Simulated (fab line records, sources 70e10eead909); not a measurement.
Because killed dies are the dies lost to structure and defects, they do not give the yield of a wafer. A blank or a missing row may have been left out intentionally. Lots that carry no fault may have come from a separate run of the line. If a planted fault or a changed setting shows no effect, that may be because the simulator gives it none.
The tool behind it: which one?    flow nand-harc    Sampling: 21 lots, 63 wafers, 3 of 1302 route steps

WHAT EACH GAUGE READ, for each wafer
NHARC_A_CHANNEL_FILL_D2_INSPECT_13.
lot   measured      on                 raw-defect-count
L074  day 14 15:51  defect-inspect-01  348 268 428
L075  day 14 16:01  defect-inspect-01  352 252 760
L076  day 15 18:47  defect-inspect-02  616 386 391
L078  day 16 00:18  defect-inspect-02  331 350 363
L079  day 16 12:38  defect-inspect-02  426 480 610
L080  day 16 22:15  defect-inspect-01  230 236 297
L077  day 16 22:15  defect-inspect-02  284 449 361
L082  day 18 13:09  defect-inspect-01  351 378 265
L083  day 18 13:09  defect-inspect-02  356 516 405
L085  day 19 00:34  defect-inspect-01  334 289 278
L084  day 19 00:35  defect-inspect-02  226 308 406
L086  day 19 18:46  defect-inspect-02  440 468 657
L087  day 19 18:52  defect-inspect-01  414 552 374
L088  day 20 10:13  defect-inspect-02  235 346 159
L090  day 21 00:37  defect-inspect-02  365 489 394
L092  day 21 15:27  defect-inspect-02  354 437 575
L091  day 21 15:28  defect-inspect-01  420 350 278
L094  day 22 18:43  defect-inspect-02  544 451 493
L093  day 22 23:16  defect-inspect-02  433 363 288
L095  day 23 14:16  defect-inspect-02  410 515 390
L097  day 24 02:47  defect-inspect-01  419 310 378

TOOL THAT RAN EACH LOT (tool first, then ch and the chambers of the sampled wafers, then the start)
lot   NHARC_A_CHANNEL_FILL_D2_STRIP_28    NHARC_A_CHANNEL_FILL_D2_RTA_24
L074  rie-diel-13 ch 0,1, day 13 16:09    rtp-anneal-01 ch 0, day 14 15:41
L075  rie-diel-02 ch 0,2,3, day 13 16:23  rtp-anneal-02 ch 0, day 14 15:53
L076  rie-diel-11 ch 0,1,3, day 14 19:10  rtp-anneal-02 ch 0, day 15 18:37
L078  rie-diel-11 ch 1,2, day 15 00:23    rtp-anneal-01 ch 0, day 16 00:06
L079  rie-diel-11 ch 0,1,2, day 15 10:41  rtp-anneal-02 ch 0, day 16 12:28
L080  rie-diel-11 ch 1,2, day 15 22:36    rtp-anneal-01 ch 0, day 16 22:03
L077  rie-diel-13 ch 0,2, day 15 22:38    rtp-anneal-02 ch 0, day 16 22:07
L082  rie-diel-13 ch 0,1,3, day 17 13:43  rtp-anneal-01 ch 0, day 18 12:59
L083  rie-diel-11 ch 0,2,3, day 17 13:44  rtp-anneal-02 ch 0, day 18 12:57
L085  rie-diel-02 ch 2,3, day 18 00:47    rtp-anneal-01 ch 0, day 19 00:23
L084  rie-diel-13 ch 2,3, day 18 00:48    rtp-anneal-02 ch 0, day 19 00:23
L086  rie-diel-02 ch 0,2,3, day 18 19:11  rtp-anneal-01 ch 0, day 19 18:36
L087  rie-diel-13 ch 0,2,3, day 18 19:11  rtp-anneal-02 ch 0, day 19 18:40
L088  rie-diel-13 ch 2,3, day 19 08:41    rtp-anneal-02 ch 0, day 20 10:02
L090  rie-diel-13 ch 1,2,3, day 19 22:08  rtp-anneal-02 ch 0, day 21 00:29
L092  rie-diel-11 ch 0,3, day 20 15:38    rtp-anneal-01 ch 0, day 21 15:19
L091  rie-diel-13 ch 1,2,3, day 20 15:39  rtp-anneal-02 ch 0, day 21 15:16
L094  rie-diel-11 ch 0,1,3, day 21 18:57  rtp-anneal-02 ch 0, day 22 18:35
L093  rie-diel-02 ch 0,1,3, day 21 18:58  rtp-anneal-02 ch 0, day 22 23:05
L095  rie-diel-13 ch 0,2,3, day 22 14:27  rtp-anneal-01 ch 0, day 23 14:06
L097  rie-diel-13 ch 0,1,3, day 23 03:29  rtp-anneal-01 ch 0, day 24 02:35
- NHARC_A_CHANNEL_FILL_D2_STRIP_28: strips in O2, time 20 s.
- NHARC_A_CHANNEL_FILL_D2_RTA_24: time 5 s.

WHAT THE TOOLS THEMSELVES READ (means of the sampled wafers that have a number; where no wafer has one, the mark that the record gives instead)
NHARC_A_CHANNEL_FILL_D2_STRIP_28.
lot   tool         drypump-motor-current-A (A)  o2-flow-sccm (sccm)  oes-product-au (a.u.)  rf-vpp-V (V)  showerhead-plenum-p-Torr (Torr)  throttle-valve-pct (%)
L074  rie-diel-13  6.1                          500.0                0.999                  57.2          3.36                             17.035
L075  rie-diel-02  5.7                          501.0                1.000                  58.1          3.38                             17.037
L076  rie-diel-11  5.3                          499.9                0.991                  57.0          3.56                             17.033
L078  rie-diel-11  5.4                          498.4                1.004                  57.2          3.52                             17.030
L079  rie-diel-11  5.3                          499.7                0.983                  57.9          3.56                             17.035
L080  rie-diel-11  5.1                          498.8                0.986                  57.6          3.42                             17.030
L077  rie-diel-13  6.0                          499.4                1.014                  57.8          3.55                             17.032
L082  rie-diel-13  5.8                          500.6                1.008                  57.7          3.37                             17.031
L083  rie-diel-11  4.9                          499.5                0.993                  57.6          3.45                             17.044
L085  rie-diel-02  5.7                          498.6                0.998                  57.3          3.42                             17.033
L084  rie-diel-13  5.8                          498.9                0.991                  57.7          3.54                             17.038
L086  rie-diel-02  5.7                          499.8                0.992                  57.5          3.37                             17.035
L087  rie-diel-13  5.7                          498.7                1.005                  57.1          3.46                             17.034
L088  rie-diel-13  5.5                          500.7                0.998                  57.0          3.46                             17.037
L090  rie-diel-13  5.9                          499.1                0.989                  58.3          3.45                             17.030
L092  rie-diel-11  4.9                          500.7                0.999                  58.0          3.44                             17.032
L091  rie-diel-13  5.8                          500.5                0.993                  58.0          3.45                             17.035
L094  rie-diel-11  5.3                          500.2                1.009                  57.9          3.55                             17.038
L093  rie-diel-02  5.9                          499.7                1.003                  57.8          3.37                             17.031
L095  rie-diel-13  5.7                          500.1                0.995                  57.4          3.46                             17.036
L097  rie-diel-13  5.8                          499.9                0.996                  56.8          3.37                             17.035

NHARC_A_CHANNEL_FILL_D2_RTA_24.
lot   tool           anneal-temp-c-max  lamp-power-pct (%)  lamp_zone_4_pct (%)  wafer_temp_C_max
L074  rtp-anneal-01  1004.2             33.2                33.2                 1005.6
L075  rtp-anneal-02  1003.8             34.4                34.4                 1004.4
L076  rtp-anneal-02  1004.6             34.4                34.4                 1004.6
L078  rtp-anneal-01  1004.3             33.2                33.2                 1006.8
L079  rtp-anneal-02  1005.4             34.4                34.4                 1004.7
L080  rtp-anneal-01  1003.7             33.2                33.2                 1007.0
L077  rtp-anneal-02  1004.4             34.3                34.4                 1004.0
L082  rtp-anneal-01  1005.2             33.2                33.2                 1005.3
L083  rtp-anneal-02  1004.8             34.4                34.4                 1004.4
L085  rtp-anneal-01  1003.9             33.2                33.2                 1006.6
L084  rtp-anneal-02  1004.2             34.4                34.4                 1004.1
L086  rtp-anneal-01  1004.5             33.2                33.2                 1006.5
L087  rtp-anneal-02  1005.5             34.4                34.4                 1004.4
L088  rtp-anneal-02  1004.6             34.4                34.4                 1004.1
L090  rtp-anneal-02  1005.0             34.4                34.4                 1004.0
L092  rtp-anneal-01  1004.7             33.2                33.2                 1006.2
L091  rtp-anneal-02  1005.7             34.4                34.4                 1004.6
L094  rtp-anneal-02  1004.9             34.4                34.5                 1005.7
L093  rtp-anneal-02  1005.4             34.4                34.4                 1005.3
L095  rtp-anneal-01  1003.8             33.2                33.2                 1006.5
L097  rtp-anneal-01  1004.0             33.2                33.2                 1005.7

THE ANSWER, worked out from the rows above alone
Rule: the usual values come from the lots themselves. Put in order of their means at a reading, lots are off if they are a third of the lots or fewer, leave a main group of 4 or more, and stand apart from it by a gap of 3 or more times the standard deviation of the main group's means; of several such gaps the widest counts. A main group whose means are all the same, to the digits that the tables above print for the reading, isn't used. Also off: a lot with no number at a reading for which 4 or more lots have one. Where the step has rows for the other lots, those lots are counted as sound. The gauges are gone through in route order, then the tools' own readings, and for those a lot's mean is taken as printed above. The first step at which some lot is off is used, and at that step the reading that is off furthest; a lot without a number counts as furthest.
Nothing can be told from this: no lot is off at any reading shown.

WHAT THE SIMULATOR HAD PUT IN
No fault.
